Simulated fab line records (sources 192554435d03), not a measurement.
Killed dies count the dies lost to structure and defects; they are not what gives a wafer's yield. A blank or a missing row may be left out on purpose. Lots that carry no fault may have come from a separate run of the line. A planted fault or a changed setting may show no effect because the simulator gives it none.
Split-lot experiment ; flow n5_finfet ; route with 1938 steps; 7 lots, 21 wafers read

== ON THE SPLIT ==
At N5_BEOL_M1_TRENCH_ETCH_37 (etches SiOC in C4F6/O2, target depth 55.207 nm, time 29 s), the setting time_s was moved away from the recipe's 29 s on 6 of the 21 wafers read, by -21.2% to +10.5%. This setting was run at the recipe's value on the other wafers.

== FROM THE SPLIT TO THE READING: what the file shows between them, 2 steps ==
- N5_BEOL_M1_ETCH_41: etches SiCN in CH3F/O2, target depth 31.9 nm, time 57.8 s
- N5_BEOL_M1_STRIP_97: strips in N2/H2, time 10 s

== THE READING ==
trench_depth_nm, in nm, at N5_BEOL_M1_OCD_MEAS_38. Typical for fault-free wafers on this fab line: 55.4 nm, with standard deviation 0.96 nm.

wafer;tool, chamber at the split;time_s as run, s;against the recipe;trench_depth_nm, nm;against lot-mates on the recipe
L075.1;rie_diel-01, 0;29;recipe;54.9;-
L075.3;rie_diel-01, 1;26.51;-8.6%;49.4;-5.2
L075.6;rie_diel-01, 0;29;recipe;54.3;-
L076.4;rie_diel-01, 1;23.87;-17.7%;45.3;-11.6
L076.5;rie_diel-01, 2;23.87;-17.7%;45.7;-11.2
L076.6;rie_diel-01, 3;29;recipe;56.9;-
L084.1;rie_diel-03, 2;29;recipe;55.1;-
L084.2;rie_diel-03, 1;29;recipe;56.7;-
L084.3;rie_diel-03, 0;32.05;+10.5%;60.7;+4.8
L087.1;rie_diel-03, 1;22.85;-21.2%;44.8;-11.1
L087.2;rie_diel-03, 2;29;recipe;55.0;-
L087.6;rie_diel-03, 1;29;recipe;56.7;-
L090.1;rie_diel-01, 2;29;recipe;54.9;-
L090.3;rie_diel-01, 0;29;recipe;55.7;-
L090.6;rie_diel-01, 0;29;recipe;55.1;-
L092.2;rie_diel-01, 3;31.75;+9.5%;61.1;+6.0
L092.3;rie_diel-01, 2;29;recipe;55.2;-
L092.6;rie_diel-01, 2;29;recipe;55.0;-
L097.1;rie_diel-03, 0;29;recipe;55.1;-
L097.5;rie_diel-03, 2;29;recipe;54.7;-
L097.6;rie_diel-03, 3;29;recipe;53.6;-

FIT RESULTS
A straight line over all 21 wafers: trench_depth_nm changes by +0.541 nm for each +1% of time_s; r = +0.98; the points scatter about the line by 0.88 nm.
The same after taking each lot's own level away (the mean of its wafers on the recipe; 21 wafers): +0.582 nm for each +1%; r = +0.99; scatter 0.74 nm.
According to that fit, moving time_s by its largest amount changes the reading by 12 nm.
From 54.47 to 56.90 nm: that is the span of the lots' own levels, equal to 2.5 times the standard deviation above.
The two slopes agree, so the slope changes little with the lot-to-lot level.
Check: -13.1 nm against its lot-mates is what the line predicts for one of the wafers moved furthest among these (-21.2%) when that wafer is left out of the fit. Against them it came out at -11.1 nm.

== OTHER SPLITS ON THESE WAFERS ==
These wafers also went through other splits before the reading. Each is held against what the fit with the lots' levels taken away leaves over:
other split on the same wafers;wafers away from the commonest value;r with trench_depth_nm (lot level and that fit taken away)
N5_BEOL_M1_COAT_62 spin_rpm;5;+0.08
N5_BEOL_M1_ETCH_70 time_s;5;+0.06

== THE WHOLE CHAIN: every reading that the file lists as answering this split, in the file's order ==
step;what it does;reading;change (the file's fit);r (the file's)
N5_BEOL_M1_TRENCH_ETCH_37;etches SiOC in C4F6/O2, target depth 55.207 nm, time 29 s;BEOL_M1.feature_depth_nm (the simulator's own value, which no gauge read);+0.563 nm for each +1% of the setting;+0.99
N5_BEOL_M1_TRENCH_ETCH_37;etches SiOC in C4F6/O2, target depth 55.207 nm, time 29 s;etch.depth_nm (the simulator's own value, which no gauge read);+0.559 nm for each +1% of the setting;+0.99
N5_BEOL_M1_OCD_MEAS_38;;trench_depth_nm;+0.568 nm for each +1% of the setting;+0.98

== FILE'S OWN FIT ==
trench_depth_nm changes by +0.568 nm for each +1% of time_s, r = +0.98.
